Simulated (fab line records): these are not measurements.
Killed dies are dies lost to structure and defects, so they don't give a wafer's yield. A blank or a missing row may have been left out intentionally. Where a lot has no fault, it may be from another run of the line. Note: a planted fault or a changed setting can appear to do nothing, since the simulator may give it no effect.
fab line records / flow n5Finfet
record: lots: 7 wafers: 39
route steps=1938 shown MOL_CONTACT_COAG@538
startH: hours from the record's opening day to when the first of the lot's shown wafers began / waitH: hours since the lot's step before / " unchanged from the row above / L1.1+2: a single row standing in for several wafers / - no value, or no start given / * or withheld: withheld / < > ~ a bound
route shown NAME@n: names a module that has steps shown in the file, with the first one's number in the route / usual: mean/standard deviation of fault-free wafers / same: alike in all rows / chamber/n: place in a boat / sites: each site's reading / _std_site: the standard deviation of these / _edge_site: mean of outer sites minus mean of inner sites / radiusMm: for every site, how far away it sits from the centre of the wafer / mask NAME#n: copy n / behind: the tool/chamber that last shaped the wafer / hold: why the lot was held/for how many hours/how that ended / device: whichever transistor did not switch (one of n, p or np) / end of line: the same wafers' tests at the end of the route / for a step that has no rows: nothing shown but its recipe / killed: not the wafer's yield, but the dies lost to structure and defects at the first sort / map: dies across one wafer; x = killed, . = not, _ = none there
set.NAME: the setting as run; set.NAME@STEP: as run at that earlier step / model.NAME: the simulator's own value behind a step, which no gauge read
one table per step and one row per wafer, for lots whose settings were changed on purpose
== steps ==
step: N5_MOL_CONTACT_COAG_ETCH_110
recipe: chemistry: CF4/O2 target: Si targetDepthA: 25 timeS: 8 pressureMtorr: 100 sourceW: 200 biasW: 12 ionEnergyEv: 60 Ar_flow_sccm: 100 cf4FlowSccm: 100 O2_flow_sccm: 10
usual: rfVppV: 126.6/2.4
lot.wafer=L075.1 tool=rieDiel-01 chamber=1 startH=97.19 waitH=0.0 set.biasW=12 rfVppV=126.1
lot.wafer=L075.2 tool=rieDiel-01 chamber=0 startH=97.19 waitH=0.0 set.biasW=12 rfVppV=129.1
lot.wafer=L075.3 tool=rieDiel-01 chamber=2 startH=97.19 waitH=0.0 set.biasW=9.831 rfVppV=103.5
lot.wafer=L075.4 tool=rieDiel-01 chamber=1 startH=97.19 waitH=0.0 set.biasW=12 rfVppV=126.6
lot.wafer=L075.5 tool=rieDiel-01 chamber=2 startH=97.19 waitH=0.0 set.biasW=9.831 rfVppV=104.9
lot.wafer=L075.6 tool=rieDiel-01 chamber=0 startH=97.19 waitH=0.0 set.biasW=9.831 rfVppV=110.4
lot.wafer=L081.1 tool=rieDiel-01 chamber=3 startH=132.50 waitH=0.0 set.biasW=9.796 rfVppV=107.0
lot.wafer=L081.2 tool=rieDiel-01 chamber=1 startH=132.50 waitH=0.0 set.biasW=12 rfVppV=126.3
lot.wafer=L081.3 tool=rieDiel-01 chamber=2 startH=132.50 waitH=0.0 set.biasW=9.796 rfVppV=104.4
lot.wafer=L081.4 tool=rieDiel-01 chamber=1 startH=132.50 waitH=0.0 set.biasW=12 rfVppV=127.5
lot.wafer=L081.5 tool=rieDiel-01 chamber=3 startH=132.50 waitH=0.0 set.biasW=9.796 rfVppV=105.1
lot.wafer=L081.6 tool=rieDiel-01 chamber=2 startH=132.50 waitH=0.0 set.biasW=12 rfVppV=122.9
lot.wafer=L082.1 tool=rieDiel-04 chamber=1 startH=139.24 waitH=0.0 set.biasW=12 rfVppV=129.3
lot.wafer=L082.2 tool=rieDiel-04 chamber=0 startH=139.24 waitH=0.0 set.biasW=11.38 rfVppV=121.8
lot.wafer=L082.3 tool=rieDiel-04 chamber=2 startH=139.24 waitH=0.0 set.biasW=11.38 rfVppV=120.7
lot.wafer=L082.4 tool=rieDiel-04 chamber=1 startH=139.24 waitH=0.0 set.biasW=12 rfVppV=129.2
lot.wafer=L082.5 tool=rieDiel-04 chamber=2 startH=139.24 waitH=0.0 set.biasW=11.38 rfVppV=121.3
lot.wafer=L082.6 tool=rieDiel-04 chamber=0 startH=139.24 waitH=0.0 set.biasW=12 rfVppV=128.3
lot.wafer=L084.1 tool=rieDiel-03 chamber=1 startH=151.69 waitH=0.0 set.biasW=12 rfVppV=126.9
lot.wafer=L084.2 tool=rieDiel-03 chamber=2 startH=151.69 waitH=0.0 set.biasW=12.6 rfVppV=129.4
lot.wafer=L084.3 tool=rieDiel-03 chamber=3 startH=151.69 waitH=0.0 set.biasW=12 rfVppV=125.1
lot.wafer=L084.4 tool=rieDiel-03 chamber=2 startH=151.69 waitH=0.0 set.biasW=12 rfVppV=125.8
lot.wafer=L084.5 tool=rieDiel-03 chamber=1 startH=151.69 waitH=0.0 set.biasW=12.6 rfVppV=133.3
lot.wafer=L084.6 tool=rieDiel-03 chamber=3 startH=151.69 waitH=0.0 set.biasW=12.6 rfVppV=130.0
lot.wafer=L089.1 tool=rieDiel-04 chamber=2 startH=179.72 waitH=0.0 set.biasW=12 rfVppV=127.7
lot.wafer=L089.2 tool=rieDiel-04 chamber=3 startH=179.72 waitH=0.0 set.biasW=10.97 rfVppV=115.3
lot.wafer=L089.3 tool=rieDiel-04 chamber=1 startH=179.72 waitH=0.0 set.biasW=12 rfVppV=129.6
lot.wafer=L089.4 tool=rieDiel-04 chamber=2 startH=179.72 waitH=0.0 set.biasW=10.97 rfVppV=118.1
lot.wafer=L089.5 tool=rieDiel-04 chamber=3 startH=179.72 waitH=0.0 set.biasW=10.97 rfVppV=115.7
lot.wafer=L089.6 tool=rieDiel-04 chamber=1 startH=179.72 waitH=0.0 set.biasW=12 rfVppV=128.8
lot.wafer=L092.1 tool=rieDiel-01 chamber=3 startH=195.47 waitH=0.0 set.biasW=12 rfVppV=125.0
lot.wafer=L092.3 tool=rieDiel-01 chamber=2 startH=195.47 waitH=0.0 set.biasW=12 rfVppV=122.5
lot.wafer=L092.5 tool=rieDiel-01 chamber=0 startH=195.47 waitH=0.0 set.biasW=12 rfVppV=128.8
lot.wafer=L097.1 tool=rieDiel-03 chamber=0 startH=229.58 waitH=0.0 set.biasW=12 rfVppV=131.5
lot.wafer=L097.2 tool=rieDiel-03 chamber=3 startH=229.58 waitH=0.0 set.biasW=12 rfVppV=125.6
lot.wafer=L097.3 tool=rieDiel-03 chamber=1 startH=229.58 waitH=0.0 set.biasW=12 rfVppV=126.7
lot.wafer=L097.4 tool=rieDiel-03 chamber=2 startH=229.58 waitH=0.0 set.biasW=12 rfVppV=124.9
lot.wafer=L097.5 tool=rieDiel-03 chamber=2 startH=229.58 waitH=0.0 set.biasW=12 rfVppV=124.7
lot.wafer=L097.6 tool=rieDiel-03 chamber=1 startH=229.58 waitH=0.0 set.biasW=12 rfVppV=127.8
step: N5_MOL_CONTACT_COAG_SPUTTER_130
recipe: material: Co targetThkA: 475 tempC: 25 chamberPressurePa: 0.5 powerW: 3000
lot.wafer=L075.1 tool=pvdSputter-03 chamber=- startH=103.35 waitH=0.0 set.targetThkA=421.5 model.Co_of_MOL_CONTACT_COAG_SPUTTER_130.thkNm=42
lot.wafer=L075.2+6 tool=pvdSputter-03 chamber=- startH=103.35 waitH=0.0 set.targetThkA=421.5 model.Co_of_MOL_CONTACT_COAG_SPUTTER_130.thkNm=42.2
lot.wafer=L075.3 tool=pvdSputter-03 chamber=- startH=103.35 waitH=0.0 set.targetThkA=475 model.Co_of_MOL_CONTACT_COAG_SPUTTER_130.thkNm=46.8
lot.wafer=L075.4 tool=pvdSputter-03 chamber=- startH=103.35 waitH=0.0 set.targetThkA=475 model.Co_of_MOL_CONTACT_COAG_SPUTTER_130.thkNm=47
lot.wafer=L075.5 tool=pvdSputter-03 chamber=- startH=103.35 waitH=0.0 set.targetThkA=475 model.Co_of_MOL_CONTACT_COAG_SPUTTER_130.thkNm=47.2
lot.wafer=L081.1 tool=pvdSputter-02 chamber=- startH=136.68 waitH=0.0 set.targetThkA=475 model.Co_of_MOL_CONTACT_COAG_SPUTTER_130.thkNm=47.6
lot.wafer=L081.2 tool=pvdSputter-02 chamber=- startH=136.68 waitH=0.0 set.targetThkA=475 model.Co_of_MOL_CONTACT_COAG_SPUTTER_130.thkNm=47.2
lot.wafer=L081.3+6 tool=pvdSputter-02 chamber=- startH=136.68 waitH=0.0 set.targetThkA=442.3 model.Co_of_MOL_CONTACT_COAG_SPUTTER_130.thkNm=44.8
lot.wafer=L081.4 tool=pvdSputter-02 chamber=- startH=136.68 waitH=0.0 set.targetThkA=475 model.Co_of_MOL_CONTACT_COAG_SPUTTER_130.thkNm=48
lot.wafer=L081.5 tool=pvdSputter-02 chamber=- startH=136.68 waitH=0.0 set.targetThkA=442.3 model.Co_of_MOL_CONTACT_COAG_SPUTTER_130.thkNm=44.6
lot.wafer=L082.1 tool=pvdSputter-03 chamber=- startH=143.34 waitH=0.0 set.targetThkA=432.6 model.Co_of_MOL_CONTACT_COAG_SPUTTER_130.thkNm=43.2
lot.wafer=L082.2+6 tool=pvdSputter-03 chamber=- startH=143.34 waitH=0.0 set.targetThkA=432.6 model.Co_of_MOL_CONTACT_COAG_SPUTTER_130.thkNm=43
lot.wafer=L082.3 tool=pvdSputter-03 chamber=- startH=143.34 waitH=0.0 set.targetThkA=475 model.Co_of_MOL_CONTACT_COAG_SPUTTER_130.thkNm=47.4
lot.wafer=L082.4+5 tool=pvdSputter-03 chamber=- startH=143.34 waitH=0.0 set.targetThkA=475 model.Co_of_MOL_CONTACT_COAG_SPUTTER_130.thkNm=47.6
lot.wafer=L084.1+3 tool=pvdSputter-01 chamber=- startH=155.66 waitH=0.0 set.targetThkA=446 model.Co_of_MOL_CONTACT_COAG_SPUTTER_130.thkNm=44.8
lot.wafer=L084.2 tool=pvdSputter-01 chamber=- startH=155.66 waitH=0.0 set.targetThkA=475 model.Co_of_MOL_CONTACT_COAG_SPUTTER_130.thkNm=48.2
lot.wafer=L084.4 tool=pvdSputter-01 chamber=- startH=155.66 waitH=0.0 set.targetThkA=475 model.Co_of_MOL_CONTACT_COAG_SPUTTER_130.thkNm=47.4
lot.wafer=L084.5 tool=pvdSputter-01 chamber=- startH=155.66 waitH=0.0 set.targetThkA=446 model.Co_of_MOL_CONTACT_COAG_SPUTTER_130.thkNm=45
lot.wafer=L084.6 tool=pvdSputter-01 chamber=- startH=155.66 waitH=0.0 set.targetThkA=475 model.Co_of_MOL_CONTACT_COAG_SPUTTER_130.thkNm=48
lot.wafer=L089.1+2+3 tool=pvdSputter-02 chamber=- startH=184.77 waitH=0.0 set.targetThkA=475 model.Co_of_MOL_CONTACT_COAG_SPUTTER_130.thkNm=47.2
lot.wafer=L089.4+6 tool=pvdSputter-02 chamber=- startH=184.77 waitH=0.0 set.targetThkA=510.6 model.Co_of_MOL_CONTACT_COAG_SPUTTER_130.thkNm=50.2
lot.wafer=L089.5 tool=pvdSputter-02 chamber=- startH=184.77 waitH=0.0 set.targetThkA=510.6 model.Co_of_MOL_CONTACT_COAG_SPUTTER_130.thkNm=50.8
lot.wafer=L092.1 tool=pvdSputter-01 chamber=- startH=203.31 waitH=0.0 set.targetThkA=475 model.Co_of_MOL_CONTACT_COAG_SPUTTER_130.thkNm=46.8
lot.wafer=L092.3 tool=pvdSputter-01 chamber=- startH=203.31 waitH=0.0 set.targetThkA=475 model.Co_of_MOL_CONTACT_COAG_SPUTTER_130.thkNm=47.4
lot.wafer=L092.5 tool=pvdSputter-01 chamber=- startH=203.31 waitH=0.0 set.targetThkA=475 model.Co_of_MOL_CONTACT_COAG_SPUTTER_130.thkNm=46
lot.wafer=L097.1 tool=pvdSputter-02 chamber=- startH=234.22 waitH=0.0 set.targetThkA=475 model.Co_of_MOL_CONTACT_COAG_SPUTTER_130.thkNm=47
lot.wafer=L097.2 tool=pvdSputter-02 chamber=- startH=234.22 waitH=0.0 set.targetThkA=438.8 model.Co_of_MOL_CONTACT_COAG_SPUTTER_130.thkNm=43.6
lot.wafer=L097.3+5 tool=pvdSputter-02 chamber=- startH=234.22 waitH=0.0 set.targetThkA=438.8 model.Co_of_MOL_CONTACT_COAG_SPUTTER_130.thkNm=43.8
lot.wafer=L097.4 tool=pvdSputter-02 chamber=- startH=234.22 waitH=0.0 set.targetThkA=475 model.Co_of_MOL_CONTACT_COAG_SPUTTER_130.thkNm=47.2
lot.wafer=L097.6 tool=pvdSputter-02 chamber=- startH=234.22 waitH=0.0 set.targetThkA=475 model.Co_of_MOL_CONTACT_COAG_SPUTTER_130.thkNm=47.8
== key ==
split: step: N5_MOL_CONTACT_COAG_ETCH_110 setting: biasW stated: 12 by: wafer
response: step: N5_MOL_CONTACT_COAG_ETCH_110 reading: rfVppV change: +1.16 per: 1% r: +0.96
split: step: N5_MOL_CONTACT_COAG_SPUTTER_130 setting: targetThkA stated: 475 by: wafer
response: step: N5_MOL_CONTACT_COAG_SPUTTER_130 reading: model.Co_of_MOL_CONTACT_COAG_SPUTTER_130.thkNm change: +0.454 per: 1% r: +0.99
